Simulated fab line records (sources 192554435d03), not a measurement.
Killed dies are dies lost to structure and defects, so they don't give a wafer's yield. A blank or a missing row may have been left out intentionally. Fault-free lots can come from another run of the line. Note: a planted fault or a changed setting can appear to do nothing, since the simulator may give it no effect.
fab line records    flow n5Finfet
record lots=7  wafers=39
route steps=1938 shown BEOL_M10@1512 BEOL_M15@1773
startH: start of the lot's first displayed wafer, in hours after the record's first day    waitH: time in hours since the lot's previous step    " unchanged from the row above    L1.1+2: one row covering several wafers at once    - either no value or no given start    * or withheld: withheld    < > ~ a bound
route shown NAME@n: NAME is a module with steps in the file, n the number in the route of the first one    usual: mean/standard deviation taken from wafers without a fault    same: alike in all rows    chamber/n: place in a boat    sites: the reading at each site    _std_site: standard deviation across them    _edge_site: inner sites' mean taken away from outer sites' mean    radiusMm: how far each site lies from the wafer's centre    mask NAME#n: copy n    behind: the most recent tool/chamber to have shaped the wafer    hold: cause of the lot's hold/its duration in hours/its outcome    device: the n, p or np transistor that did not switch    end of line: tests run on the same wafers once the route is complete    step lacking rows: just its recipe    killed: dies that structure and defects cost at the first sort, which is not the same as the wafer's yield    map: the dies of a wafer, with x for killed, . for not killed, _ for no die there
set.NAME: setting as actually run; set.NAME@STEP: the setting as run at that earlier step    model.NAME: the simulator's own value behind a step, which no gauge read
lots whose settings were changed on purpose; a table a step, a row a wafer
## steps
# step N5_BEOL_M10_TRENCH_ETCH_37
# recipe chemistry=C4F6/O2  targetDepthA=1488.3  target=SiCOH_lowk  timeS=48  ionEnergyEv=250  pressureMtorr=30  sourceW=345  biasW=185  Ar_flow_sccm=300  C4F6_flow_sccm=10  O2_flow_sccm=10
lot.wafer  tool        chamber  startH  waitH  set.targetDepthA  model.BEOL_M10.featureDepthNm  model.etch.depthNm  model.TiN_of_BEOL_M10_HM_DEP_02.thkNm
L074.1     rieDiel-02  2        -       -      1488.3            147.6                          147.5               15.6
L074.2     "           0        "       "      1727              171                            171.1               15
L074.3     "           1        "       "      1488.3            146.8                          146.8               15.6
L074.4     "           3        "       "      1727              178.6                          178.7               15
L074.5     "           2        "       "      1488.3            147.8                          147.7               15.8
L074.6     "           1        "       "      1727              171.2                          171.3               15
L075.1     rieDiel-04  2        -       -      1488.3            145.2                          145.2               15.6
L075.2     "           0        "       "      1488.3            147.4                          147.3               15.4
L075.3     "           1        "       "      1488.3            152.4                          152.4               15.4
L075.4     "           3        "       "      1488.3            154.2                          154.2               15.6
L075.5     "           0        "       "      1488.3            148.2                          148.3               15.6
L075.6     "           1        "       "      1488.3            152.8                          152.9               15.2
L078.1     rieDiel-04  3        -       -      1488.3            153.6                          153.6               15.6
L078.2     "           1        "       "      671.2             68.2                           68.26               18
L078.3     "           2        "       "      671.2             64.8                           64.85               18
L078.4     "           0        "       "      671.2             65.6                           65.7                18.4
L078.5     "           3        "       "      1488.3            152.8                          152.8               15.8
L078.6     "           2        "       "      1488.3            141.8                          141.9               16
L081.1     rieDiel-02  3        -       -      1488.3            150.8                          150.7               16
L081.2     "           2        "       "      2173              213.2                          213.3               14.2
L081.3     "           1        "       "      2173              214.8                          214.9               14.2
L081.4     "           3        "       "      1488.3            151.8                          151.8               16
L081.5     "           1        "       "      1488.3            147.4                          147.3               15.8
L081.6     "           2        "       "      2173              211.2                          211.2               14.4
L080.1     rieDiel-02  2        -       -      1488.3            145.6                          145.7               15.8
L080.2     "           1        "       "      1944              189.8                          189.8               14.8
L080.3     "           3        "       "      1488.3            151.2                          151.1               15.6
L080.4     "           2        "       "      1944              190                            190                 15
L080.5     "           3        "       "      1488.3            149.2                          149.1               15.8
L080.6     "           1        "       "      1944              191.6                          191.7               14.6
L086.1     rieDiel-04  3        -       -      899.1             91.6                           91.58               17.4
L086.2     "           2        "       "      1488.3            144.8                          144.8               16.2
L086.3     "           1        "       "      899.1             91.4                           91.38               17.2
L086.4     "           2        "       "      1488.3            145.2                          145.3               15.6
L086.5     "           3        "       "      899.1             92.2                           92.17               17.4
L086.6     "           1        "       "      1488.3            150.4                          150.4               15.6
L091.1     rieDiel-06  3        -       -      1488.3            149.6                          149.7               16
L091.4     "           1        "       "      1488.3            150.6                          150.6               16.2
L091.6     "           3        "       "      1488.3            149.2                          149.1               16.2
# step N5_BEOL_M10_ETCH_41
# recipe chemistry=CH3F/O2  target=SiCN  targetDepthA=426  taperDeg=2  timeS=86  ionEnergyEv=120  maskMaterial=TiN  pressureMtorr=30  sourceW=395  biasW=75  Ar_flow_sccm=150  CH3F_flow_sccm=30  O2_flow_sccm=20
# step N5_BEOL_M10_STRIP_77
# recipe chemistry=N2/H2  timeS=10  powerW=450  tempC=40  pressureMtorr=20  rfFrequencyHz=6e+07  biasPowerW=7  n2FlowSccm=200  h2FlowSccm=200
# step N5_BEOL_M10_OCD_MEAS_38
# usual trenchDepthNm=149/3.3
lot.wafer  tool    chamber  startH  waitH  set.targetDepthA@BEOL_M10_TRENCH_ETCH_37  trenchDepthNm
L074.1     ocd-01  -        215.46  -      1488.3                                    148
L074.2     "       -        "       "      1727                                      171
L074.3     "       -        "       "      1488.3                                    147
L074.4     "       -        "       "      1727                                      179
L074.5     "       -        "       "      1488.3                                    147
L074.6     "       -        "       "      1727                                      171
L075.1     ocd-02  -        234.18  -      1488.3                                    146
L075.2     "       -        "       "      1488.3                                    147
L075.3     "       -        "       "      1488.3                                    153
L075.4     "       -        "       "      1488.3                                    154
L075.5     "       -        "       "      1488.3                                    148
L075.6     "       -        "       "      1488.3                                    153
L078.1     ocd-01  -        237.41  -      1488.3                                    154
L078.2     "       -        "       "      671.2                                     69
L078.3     "       -        "       "      671.2                                     65
L078.4     "       -        "       "      671.2                                     66
L078.5     "       -        "       "      1488.3                                    153
L078.6     "       -        "       "      1488.3                                    142
L081.1     ocd-01  -        247.94  -      1488.3                                    151
L081.2     "       -        "       "      2173                                      213
L081.3     "       -        "       "      2173                                      215
L081.4     "       -        "       "      1488.3                                    152
L081.5     "       -        "       "      1488.3                                    148
L081.6     "       -        "       "      2173                                      211
L080.1     ocd-01  -        259.58  -      1488.3                                    146
L080.2     "       -        "       "      1944                                      190
L080.3     "       -        "       "      1488.3                                    151
L080.4     "       -        "       "      1944                                      189
L080.5     "       -        "       "      1488.3                                    149
L080.6     "       -        "       "      1944                                      192
L086.1     ocd-01  -        302.56  -      899.1                                     91
L086.2     "       -        "       "      1488.3                                    144
L086.3     "       -        "       "      899.1                                     91
L086.4     "       -        "       "      1488.3                                    146
L086.5     "       -        "       "      899.1                                     92
L086.6     "       -        "       "      1488.3                                    150
L091.1     ocd-02  -        323.90  -      1488.3                                    149
L091.4     "       -        "       "      1488.3                                    150
L091.6     "       -        "       "      1488.3                                    149
# step N5_BEOL_M10_HM_STRIP_39
# recipe chemistry=peroxideTinStrip  material=TiN  targetDepthA=250  tempC=50  timeS=158
# step N5_BEOL_M10_SRD_40
# recipe timeS=30  tempC=23  rinseLiquid=diw  dry=ipaMarangoni
# step N5_BEOL_M10_ECD_50
# recipe material=Cu  targetThkA=3180
# step N5_BEOL_M10_ANNEAL_51
# recipe tempC=225  timeS=90  ambient=N2
# step N5_BEOL_M10_CMP_52
# recipe stopOn=SiCOH_lowk  tOverpolishS=7  downForcePsi=1  platenRpm=50  clearingPlatenDownForcePsi=1.5  clearingPlatenRpm=50  postCmpClean=cuAlkaline  targetThkNm=140  clearingPlatenPadVelocityMS=0.99484  padVelocityMS=0.99484
lot.wafer  tool    chamber  startH  waitH  set.targetDepthA@BEOL_M10_TRENCH_ETCH_37  model.Cu_of_BEOL_M10_ECD_50.thkNm
L074.4     cmp-03  1        218.13  0.1    1727                                      169.4
L074.1     "       2        "       "      1488.3                                    138.6
L074.3+5   "       3,1      "       "      1488.3                                    138.4
L074.2     "       0        "       "      1727                                      162.8
L074.6     "       2        "       "      1727                                      162.6
L075.3+6   cmp-02  0        236.82  0.2    1488.3                                    144
L075.1     "       1        "       "      1488.3                                    138
L075.2     "       2        "       "      1488.3                                    139
L075.4     "       3        "       "      1488.3                                    146.6
L075.5     "       1        "       "      1488.3                                    141.8
L078.4     cmp-01  2        239.50  0.1    671.2                                     58
L078.2     "       3        "       "      671.2                                     61.6
L078.3     "       0        "       "      671.2                                     56
L078.1     "       1        "       "      1488.3                                    143.8
L078.6     "       2        "       "      1488.3                                    134.8
L078.5     "       3        "       "      1488.3                                    145
L081.2     cmp-02  0        249.97  0.2    2173                                      205.2
L081.4     "       1        "       "      1488.3                                    146
L081.3     "       2        "       "      2173                                      208.6
L081.1     "       3        "       "      1488.3                                    143.4
L081.6     "       0        "       "      2173                                      202.8
L081.5     "       1        "       "      1488.3                                    141.4
L080.3     cmp-02  1        263.31  0.2    1488.3                                    144
L080.2     "       2        "       "      1944                                      181.2
L080.4     "       3        "       "      1944                                      182
L080.1     "       0        "       "      1488.3                                    138.4
L080.5     "       1        "       "      1488.3                                    143.4
L080.6     "       2        "       "      1944                                      183
L086.4     cmp-02  0        305.63  0.2    1488.3                                    136.8
L086.3     "       1        "       "      899.1                                     86.4
L086.2     "       2        "       "      1488.3                                    137.8
L086.1     "       3        "       "      899.1                                     84
L086.5     "       0        "       "      899.1                                     83.6
L086.6     "       1        "       "      1488.3                                    144.8
L091.4     cmp-03  3        328.12  0.1    1488.3                                    143.6
L091.1+6   "       2,0      "       "      1488.3                                    141.2
# step N5_BEOL_M10_THK_MEAS_53
# recipe thkMeasGauge=xrf  reads=Cu_of_BEOL_M10_ECD_50
# usual M10_THK=141/3.7
lot.wafer  tool          chamber  startH  waitH  set.targetDepthA@BEOL_M10_TRENCH_ETCH_37  M10_THK[nm]
L074.1     filmMetro-02  -        218.42  -      1488.3                                    139
L074.2     "             -        "       "      1727                                      163
L074.3     "             -        "       "      1488.3                                    138
L074.4     "             -        "       "      1727                                      169
L074.5     "             -        "       "      1488.3                                    139
L074.6     "             -        "       "      1727                                      162
L075.1     filmMetro-02  -        237.12  -      1488.3                                    137
L075.2     "             -        "       "      1488.3                                    139
L075.3     "             -        "       "      1488.3                                    144
L075.4     "             -        "       "      1488.3                                    146
L075.5     "             -        "       "      1488.3                                    141
L075.6     "             -        "       "      1488.3                                    143
L078.1     filmMetro-02  -        239.80  -      1488.3                                    144
L078.2     "             -        "       "      671.2                                     62
L078.3     "             -        "       "      671.2                                     56
L078.4     "             -        "       "      671.2                                     58
L078.5     "             -        "       "      1488.3                                    145
L078.6     "             -        "       "      1488.3                                    135
L081.1     filmMetro-02  -        250.26  -      1488.3                                    144
L081.2     "             -        "       "      2173                                      205
L081.3     "             -        "       "      2173                                      209
L081.4     "             -        "       "      1488.3                                    146
L081.5     "             -        "       "      1488.3                                    142
L081.6     "             -        "       "      2173                                      204
L080.1     filmMetro-02  -        263.60  -      1488.3                                    137
L080.2     "             -        "       "      1944                                      179
L080.3     "             -        "       "      1488.3                                    143
L080.4     "             -        "       "      1944                                      180
L080.5     "             -        "       "      1488.3                                    143
L080.6     "             -        "       "      1944                                      181
L086.1     filmMetro-01  -        305.92  -      899.1                                     84
L086.2     "             -        "       "      1488.3                                    138
L086.3     "             -        "       "      899.1                                     87
L086.4     "             -        "       "      1488.3                                    137
L086.5     "             -        "       "      899.1                                     84
L086.6     "             -        "       "      1488.3                                    146
L091.1     filmMetro-02  -        328.42  -      1488.3                                    140
L091.4     "             -        "       "      1488.3                                    143
L091.6     "             -        "       "      1488.3                                    141
# step N5_BEOL_M10_PRE_CLEAN_55
# recipe gas=NH3  timeS=15  tempC=withheld  rfPowerW=300
# step N5_BEOL_M10_DEP_56
# recipe material=SiCN  targetThkA=150  tempC=withheld  precursor=3MS/NH3  pressureTorr=3  rfW=202  timeS=26.5
# step N5_BEOL_M10_RS_MEAS_57
# recipe thkMeasGauge=four-point-probe  reads=Cu_of_BEOL_M10_ECD_50+Co_of_BEOL_M10_CVD_75+TaN_of_BEOL_M10_ALD_74
# usual M10_RS=0.150/0.0041
lot.wafer  tool          chamber  startH  waitH  set.targetDepthA@BEOL_M10_TRENCH_ETCH_37  M10_RS[ohm/sq]
L074.1     filmMetro-01  -        218.59  0.1    1488.3                                    0.153
L074.2     "             -        "       "      1727                                      0.128
L074.3     "             -        "       "      1488.3                                    0.152
L074.4     "             -        "       "      1727                                      0.122
L074.5     "             -        "       "      1488.3                                    0.152
L074.6     "             -        "       "      1727                                      0.128
L075.1     filmMetro-02  -        237.25  0.1    1488.3                                    0.153
L075.2     "             -        "       "      1488.3                                    0.152
L075.3     "             -        "       "      1488.3                                    0.146
L075.4     "             -        "       "      1488.3                                    0.143
L075.5     "             -        "       "      1488.3                                    0.149
L075.6     "             -        "       "      1488.3                                    0.146
L078.1     filmMetro-02  -        239.94  0.1    1488.3                                    0.146
L078.2     "             -        "       "      671.2                                     0.390
L078.3     "             -        "       "      671.2                                     0.439
L078.4     "             -        "       "      671.2                                     0.419
L078.5     "             -        "       "      1488.3                                    0.145
L078.6     "             -        "       "      1488.3                                    0.157
L081.1     filmMetro-02  -        250.43  0.1    1488.3                                    0.147
L081.2     "             -        "       "      2173                                      0.100
L081.3     "             -        "       "      2173                                      0.098
L081.4     "             -        "       "      1488.3                                    0.144
L081.5     "             -        "       "      1488.3                                    0.149
L081.6     "             -        "       "      2173                                      0.101
L080.1     filmMetro-02  -        263.74  0.1    1488.3                                    0.153
L080.2     "             -        "       "      1944                                      0.114
L080.3     "             -        "       "      1488.3                                    0.146
L080.4     "             -        "       "      1944                                      0.113
L080.5     "             -        "       "      1488.3                                    0.147
L080.6     "             -        "       "      1944                                      0.113
L086.1     filmMetro-02  -        306.06  0.1    899.1                                     0.270
L086.2     "             -        "       "      1488.3                                    0.153
L086.3     "             -        "       "      899.1                                     0.260
L086.4     "             -        "       "      1488.3                                    0.155
L086.5     "             -        "       "      899.1                                     0.272
L086.6     "             -        "       "      1488.3                                    0.145
L091.1     filmMetro-01  -        328.58  0.1    1488.3                                    0.150
L091.4     "             -        "       "      1488.3                                    0.147
L091.6     "             -        "       "      1488.3                                    0.149
# step N5_BEOL_M15_ILD_DEP_00
# recipe material=SiO2  targetThkA=16293  tempC=400  precursor=TEOS/O2  pressureTorr=6.5  rfW=900  teosFlowSccm=161.4  gas=O2  flowSccm=2650  timeS=346.1
lot.wafer  tool      chamber  startH  waitH  set.targetThkA  model.SiO2_of_BEOL_M15_ILD_DEP_00.thkNm
L074.1     pecvd-02  2        243.23  0.0    18940           1907
L074.2     "         0        "       "      18940           1908
L074.3     "         1        "       "      18940           1924
L074.4     "         2        "       "      16293           1662
L074.5     "         1        "       "      16293           1684
L074.6     "         0        "       "      16293           1654
L075.1     pecvd-03  0        263.40  0.0    23780           2341
L075.2     "         2        "       "      16293           1607
L075.3     "         0        "       "      16293           1623
L075.4     "         2        "       "      23780           2378
L075.5     "         2        "       "      16293           1615
L075.6     "         0        "       "      23780           2380
L078.1     pecvd-02  1        267.80  0.0    16293           1636
L078.2     "         2        "       "      22450           2224
L078.3     "         0        "       "      16293           1633
L078.4     "         1        "       "      22450           2292
L078.5     "         2        "       "      22450           2248
L078.6     "         0        "       "      16293           1655
L081.1     pecvd-04  2        276.88  0.0    7453            750.4
L081.2     "         1        "       "      7453            720.2
L081.3     "         0        "       "      7453            729.4
L081.4     "         2        "       "      16293           1648
L081.5     "         1        "       "      16293           1636
L081.6     "         0        "       "      16293           1630
L080.1     pecvd-03  1        293.64  0.0    16293           1646
L080.2     "         2        "       "      6600            642.6
L080.3     "         0        "       "      16293           1593
L080.4     "         2        "       "      6600            627.6
L080.5     "         1        "       "      6600            656
L080.6     "         0        "       "      16293           1623
L086.1     pecvd-04  2        334.72  0.0    16293           1629
L086.2     "         1        "       "      6619            633
L086.3     "         0        "       "      16293           1618
L086.4     "         1        "       "      6619            653
L086.5     "         0        "       "      6619            666
L086.6     "         2        "       "      16293           1659
L091.1     pecvd-02  1        355.93  0.0    16293           1659
L091.4     "         0        "       "      16293           1657
L091.6     "         2        "       "      16293           1647
# step N5_BEOL_M15_THK_MEAS_01
# recipe reads=SiO2_of_BEOL_M15_ILD_DEP_00
# usual M15_ILD_THK=1632/22
lot.wafer  tool          chamber  startH  waitH  set.targetThkA@BEOL_M15_ILD_DEP_00  M15_ILD_THK[nm]
L074.1     filmMetro-01  -        243.48  0.1    18940                               1908
L074.2     "             -        "       "      18940                               1909
L074.3     "             -        "       "      18940                               1924
L074.4     "             -        "       "      16293                               1661
L074.5     "             -        "       "      16293                               1684
L074.6     "             -        "       "      16293                               1655
L075.1     filmMetro-01  -        263.75  0.2    23780                               2340
L075.2     "             -        "       "      16293                               1607
L075.3     "             -        "       "      16293                               1624
L075.4     "             -        "       "      23780                               2378
L075.5     "             -        "       "      16293                               1615
L075.6     "             -        "       "      23780                               2380
L078.1     filmMetro-01  -        268.06  0.1    16293                               1635
L078.2     "             -        "       "      22450                               2224
L078.3     "             -        "       "      16293                               1633
L078.4     "             -        "       "      22450                               2293
L078.5     "             -        "       "      22450                               2249
L078.6     "             -        "       "      16293                               1654
L081.1     filmMetro-01  -        277.13  0.1    7453                                751
L081.2     "             -        "       "      7453                                721
L081.3     "             -        "       "      7453                                730
L081.4     "             -        "       "      16293                               1647
L081.5     "             -        "       "      16293                               1636
L081.6     "             -        "       "      16293                               1630
L080.1     filmMetro-02  -        293.89  0.1    16293                               1645
L080.2     "             -        "       "      6600                                643
L080.3     "             -        "       "      16293                               1593
L080.4     "             -        "       "      6600                                628
L080.5     "             -        "       "      6600                                656
L080.6     "             -        "       "      16293                               1623
L086.1     filmMetro-01  -        334.97  0.1    16293                               1628
L086.2     "             -        "       "      6619                                633
L086.3     "             -        "       "      16293                               1617
L086.4     "             -        "       "      6619                                653
L086.5     "             -        "       "      6619                                666
L086.6     "             -        "       "      16293                               1659
L091.1     filmMetro-01  -        356.18  0.1    16293                               1659
L091.4     "             -        "       "      16293                               1656
L091.6     "             -        "       "      16293                               1647
# step N5_BEOL_M15_COAT_58
# recipe resist=BARC  tempC=205  timeS=60  spinRpm=1500  resistThkNm=89
# step N5_BEOL_M15_COAT_04
# recipe spinRpm=1704  resistThkNm=800
# step N5_BEOL_M15_DESCUM_15
# recipe chemistry=O2  timeS=7.9  sourcePowerW=50  biasPowerW=20  pressureMtorr=20  rfFrequencyHz=2.712e+07  tempC=40  o2FlowSccm=225
# step N5_BEOL_M15_ETCH_59
# recipe chemistry=N2/H2  target=BARC  targetDepthA=890  overetchA=267  timeS=67.9  ionEnergyEv=200  pressureMtorr=30  sourceW=840  biasW=150  n2FlowSccm=200  h2FlowSccm=200
# step N5_BEOL_M15_VIA_ETCH_16
# recipe chemistry=C4F8/O2/Ar  target=SiO2  heInnerTorr=15  heOuterTorr=30  targetDepthA=17922  timeS=withheld  ionEnergyEv=800  pressureMtorr=20  sourceW=1905  biasW=2040  Ar_flow_sccm=400  C4F8_flow_sccm=16  O2_flow_sccm=12  ends=cleared
lot.wafer  tool        chamber  startH  waitH  set.targetThkA@BEOL_M15_ILD_DEP_00  model.etch.depthNm  model.coat_of_BEOL_M15_COAT_04.thkNm
L074.1     rieDiel-05  1        244.08  0.0    18940                               1907                273.6
L074.2     "           0        "       "      18940                               1908                249
L074.3     "           2        "       "      18940                               1924                271
L074.4     "           3        "       "      16293                               1662                328.2
L074.5     "           2        "       "      16293                               1684                332.8
L074.6     "           3        "       "      16293                               1654                330.4
L075.1     rieDiel-01  2        264.37  0.0    23780                               2341                169.2
L075.2     "           0        "       "      16293                               1607                340
L075.3     "           1        "       "      16293                               1623                329.4
L075.4     "           3        "       "      23780                               2378                184
L075.5     "           3        "       "      16293                               1615                359.6
L075.6     "           0        "       "      23780                               2380                153.6
L078.1     rieDiel-01  0        268.53  0.0    16293                               1636                331
L078.2     "           3        "       "      22450                               2224                214.2
L078.3     "           2        "       "      16293                               1633                332.6
L078.4     "           1        "       "      22450                               2292                167.6
L078.5     "           1        "       "      22450                               2248                180
L078.6     "           2        "       "      16293                               1655                331.6
L081.1     rieDiel-05  1        277.61  0.0    7453                                750.4               543
L081.2     "           3        "       "      7453                                720.1               547
L081.3     "           2        "       "      7453                                729.5               549.6
L081.4     "           0        "       "      16293                               1648                316.4
L081.5     "           2        "       "      16293                               1636                339
L081.6     "           1        "       "      16293                               1630                338.2
L080.1     rieDiel-03  1        294.57  0.0    16293                               1646                324
L080.2     "           2        "       "      6600                                642.6               564.6
L080.3     "           0        "       "      16293                               1593                346.4
L080.4     "           3        "       "      6600                                627.5               562.2
L080.5     "           2        "       "      6600                                656.1               561.4
L080.6     "           3        "       "      16293                               1623                327.6
L086.1     rieDiel-01  2        335.57  0.0    16293                               1629                334
L086.2     "           0        "       "      6619                                633.1               568.8
L086.3     "           3        "       "      16293                               1618                355.2
L086.4     "           1        "       "      6619                                653.1               559.4
L086.5     "           1        "       "      6619                                666.1               557
L086.6     "           2        "       "      16293                               1659                327.4
L091.1     rieDiel-03  1        356.90  0.0    16293                               1659                323.6
L091.4     "           0        "       "      16293                               1657                333.8
L091.6     "           2        "       "      16293                               1647                326.6
# step N5_BEOL_M15_STRIP_63
# recipe chemistry=O2  powerW=600  tempC=60  pressureMtorr=30  rfFrequencyHz=6e+07  biasPowerW=0  overashFraction=0.3  o2FlowSccm=225
# step N5_BEOL_M15_STRIP_64
# recipe chemistry=O2  powerW=600  tempC=60  pressureMtorr=30  rfFrequencyHz=6e+07  biasPowerW=0  overashFraction=0.3  o2FlowSccm=225
# step N5_BEOL_M15_STRIP_65
# recipe chemistry=postEtchResidueRemover  timeS=60  tempC=25  removerPh=withheld  removerWaterWtPct=withheld  removerFluorideWtPct=withheld
# step N5_BEOL_M15_SRD_66
# recipe timeS=30  tempC=23  rinseLiquid=diw  dry=n2Spin  spinRpm=1500  dryTimeS=30
# step N5_BEOL_M15_CD_MEAS_17
# recipe targetCdNm=360  polarity=opening
# usual cdNm=359.4/3
lot.wafer  tool      chamber  startH  waitH  set.targetThkA@BEOL_M15_ILD_DEP_00  cdNm
L074.1     cdSem-02  -        244.49  0.0    18940                               367.3
L074.2     "         -        "       "      18940                               362.2
L074.3     "         -        "       "      18940                               363.4
L074.4     "         -        "       "      16293                               356.5
L074.5     "         -        "       "      16293                               360.6
L074.6     "         -        "       "      16293                               355.1
L075.1     cdSem-01  -        264.79  0.0    23780                               367.7
L075.2     "         -        "       "      16293                               357.7
L075.3     "         -        "       "      16293                               364.4
L075.4     "         -        "       "      23780                               370.4
L075.5     "         -        "       "      16293                               360.5
L075.6     "         -        "       "      23780                               369.8
L078.1     cdSem-03  -        268.95  0.0    16293                               358.0
L078.2     "         -        "       "      22450                               361.6
L078.3     "         -        "       "      16293                               360.4
L078.4     "         -        "       "      22450                               368.3
L078.5     "         -        "       "      22450                               369.1
L078.6     "         -        "       "      16293                               361.0
L081.1     cdSem-03  -        278.02  0.0    7453                                354.6
L081.2     "         -        "       "      7453                                350.6
L081.3     "         -        "       "      7453                                352.2
L081.4     "         -        "       "      16293                               361.0
L081.5     "         -        "       "      16293                               356.8
L081.6     "         -        "       "      16293                               362.1
L080.1     cdSem-01  -        294.98  0.0    16293                               362.0
L080.2     "         -        "       "      6600                                348.6
L080.3     "         -        "       "      16293                               359.1
L080.4     "         -        "       "      6600                                349.5
L080.5     "         -        "       "      6600                                352.3
L080.6     "         -        "       "      16293                               358.9
L086.1     cdSem-02  -        335.98  0.0    16293                               362.3
L086.2     "         -        "       "      6619                                346.1
L086.3     "         -        "       "      16293                               360.8
L086.4     "         -        "       "      6619                                352.9
L086.5     "         -        "       "      6619                                352.8
L086.6     "         -        "       "      16293                               360.4
L091.1     cdSem-02  -        357.31  0.0    16293                               361.8
L091.4     "         -        "       "      16293                               363.9
L091.6     "         -        "       "      16293                               364.5
## key
split step=N5_BEOL_M10_TRENCH_ETCH_37  setting=targetDepthA  stated=1488.3  by=wafer
response step=N5_BEOL_M10_TRENCH_ETCH_37  reading=model.BEOL_M10.featureDepthNm  change=+1.44  per=1%  r=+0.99
response step=N5_BEOL_M10_TRENCH_ETCH_37  reading=model.etch.depthNm  change=+1.44  per=1%  r=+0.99
response step=N5_BEOL_M10_TRENCH_ETCH_37  reading=model.TiN_of_BEOL_M10_HM_DEP_02.thkNm  change=-0.0386  per=1%  r=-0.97
response step=N5_BEOL_M10_OCD_MEAS_38  reading=trenchDepthNm  change=+1.43  per=1%  r=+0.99
response step=N5_BEOL_M10_CMP_52  reading=model.Cu_of_BEOL_M10_ECD_50.thkNm  change=+1.42  per=1%  r=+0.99
response step=N5_BEOL_M10_THK_MEAS_53  reading=M10_THK  change=+1.42  per=1%  r=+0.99
response step=N5_BEOL_M10_RS_MEAS_57  reading=M10_RS  change=-0.0029  per=1%  r=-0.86
split step=N5_BEOL_M15_ILD_DEP_00  setting=targetThkA  stated=16293  by=wafer
response step=N5_BEOL_M15_ILD_DEP_00  reading=model.SiO2_of_BEOL_M15_ILD_DEP_00.thkNm  change=+16.5  per=1%  r=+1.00
response step=N5_BEOL_M15_THK_MEAS_01  reading=M15_ILD_THK  change=+16.5  per=1%  r=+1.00
response step=N5_BEOL_M15_VIA_ETCH_16  reading=model.etch.depthNm  change=+16.5  per=1%  r=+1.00
response step=N5_BEOL_M15_VIA_ETCH_16  reading=model.coat_of_BEOL_M15_COAT_04.thkNm  change=-3.85  per=1%  r=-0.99
response step=N5_BEOL_M15_CD_MEAS_17  reading=cdNm  change=+0.171  per=1%  r=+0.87
